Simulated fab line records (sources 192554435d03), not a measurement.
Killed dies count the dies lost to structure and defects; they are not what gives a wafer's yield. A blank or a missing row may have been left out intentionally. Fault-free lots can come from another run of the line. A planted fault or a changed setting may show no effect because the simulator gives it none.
Struck lot and sound lot, side by side | flow n5Finfet | 17 out of 1938 route steps
Sound: wafers L982.2, L982.3, L982.4. Struck: wafer L993.2 (left out: L993.5, a lot-mate that was not struck); the cause follows at the end.
Order at every step that has rows: each side's tool, ch and its chambers, its first start. Under that, the readings that differ: sound wafers | struck wafers | difference of the means | sigmas: that difference in standard deviations of wafers without a fault.
alike: same words and numbers on both sides, and readings whose means sit less than 2 such deviations apart. not compared: any withheld reading, any reading some wafer has no value for, any bound like >300 that may hide the same value, and any number with overlapping values for which the record gives no deviation.
Wherever a step has rows on one side only, a row that says differs or no value, or a row with sigmas, the two part there. Non-overlapping numbers with no deviation appear without sigmas and do not part them. A reading that every wafer of one side lacks parts them only if that side has two wafers or more.

first, 2 steps without rows for these wafers: N5_BEOL_M14_TRENCH_ETCH_34 (etches SiO2 in C4F8/O2/Ar, target depth 556.65 nm, time 126.9 s); N5_BEOL_M14_STRIP_70 (strips in C4F8/O2/Ar).
N5_BEOL_M14_OCD_MEAS_35:
  sound: ocd-02 at day 12 04:25; struck: ocd-02 at day 15 06:11
  alike: trenchDepthNm
then, 1 step without rows for these wafers: N5_BEOL_M14_STRIP_37 (strips in O2).
N5_BEOL_M14_ETCH_38: etches SiCN in CF4/N2, target depth 106.5 nm, time 120.6 s.
  sound on rieDiel-02 ch 0,1,2; struck on rieDiel-06 ch 3
reading             | sound          | struck | difference | sigmas
oesProductAu (a.u.) | 0.80 0.68 0.85 | 0.97   | +0.19      | +2
rfHoursCounterH (h) | 104 250 70     | 10     | -131       | 
  alike: drypumpMotorCurrentA, rfVppV, showerheadPlenumPTorr, throttleValvePct
then, 2 steps without rows for these wafers: N5_BEOL_M14_PRECLEAN_39 (cleans in residue remover, time 60 s); N5_BEOL_M14_SRD_40 (time 30 s, dry time 30 s).
N5_BEOL_M14_DEGAS_41: time 60 s.
  sound: pvdSputter-02 at day 12 04:48; struck: pvdSputter-03 at day 15 06:41
  alike: heaterPowerW
then, 2 steps without rows for these wafers: N5_BEOL_M14_PRE_CLEAN_42 (time 30 s); N5_BEOL_M14_SPUTTER_43 (material TaN, target thk 15 nm, time 24.19 s).
N5_BEOL_M14_SPUTTER_44: material Ta, target thk 15 nm, time 24.19 s.
  sound: pvdSputter-02 at day 12 04:58; struck: pvdSputter-03 at day 15 06:50
  alike: throttleValvePct
N5_BEOL_M14_SPUTTER_45: material Cu, target thk 100 nm, time 16.67 s.
  sound: pvdSputter-02 at day 12 05:02; struck: pvdSputter-03 at day 15 06:55
  alike: throttleValvePct
N5_BEOL_M14_ECD_47: material Cu, target thk 1248 nm.
  sound on ecdCu-01 ch 0,1, day 12 05:10; struck on ecdCu-02 ch 1, day 15 07:02
reading                                | sound          | struck | difference | sigmas
model.Cu_of_BEOL_M14_ECD_47.thkNm (nm) | 1242 1230 1241 | 1800   | +562       | 
N5_BEOL_M14_ANNEAL_48: time 90 s.
  sound on rtpAnneal-01 ch 0, day 12 05:24; struck on rtpAnneal-01 ch 0, day 15 07:16
  alike: wafer_temp_C_max
N5_BEOL_M14_CMP_49: polishes, stops on SiO2, t overpolish 5.2 s, target thk 560 nm.
  sound on cmp-03 ch 0,1,3, day 12 05:39; struck on cmp-03 ch 3, day 15 07:35
reading             | sound       | struck | difference | sigmas
timeToEndpointS (s) | 121 113 117 | 180    | +63        | +13
  alike: motorCurrentA
N5_BEOL_M14_THK_MEAS_50: measures by xrf.
  sound: filmMetro-02 at day 12 05:56; struck: filmMetro-02 at day 15 07:50
  alike: M14_THK
following that, these wafers have no rows for 1 step: N5_PASSIVATION_PROBE_49.

== WHERE THEY PART ==
Earliest at N5_BEOL_M14_ETCH_38; latest, in this record, at N5_BEOL_M14_CMP_49. Later steps at which nothing parts them and some readings are alike: N5_BEOL_M14_THK_MEAS_50.

WHY: whatever the simulator had introduced
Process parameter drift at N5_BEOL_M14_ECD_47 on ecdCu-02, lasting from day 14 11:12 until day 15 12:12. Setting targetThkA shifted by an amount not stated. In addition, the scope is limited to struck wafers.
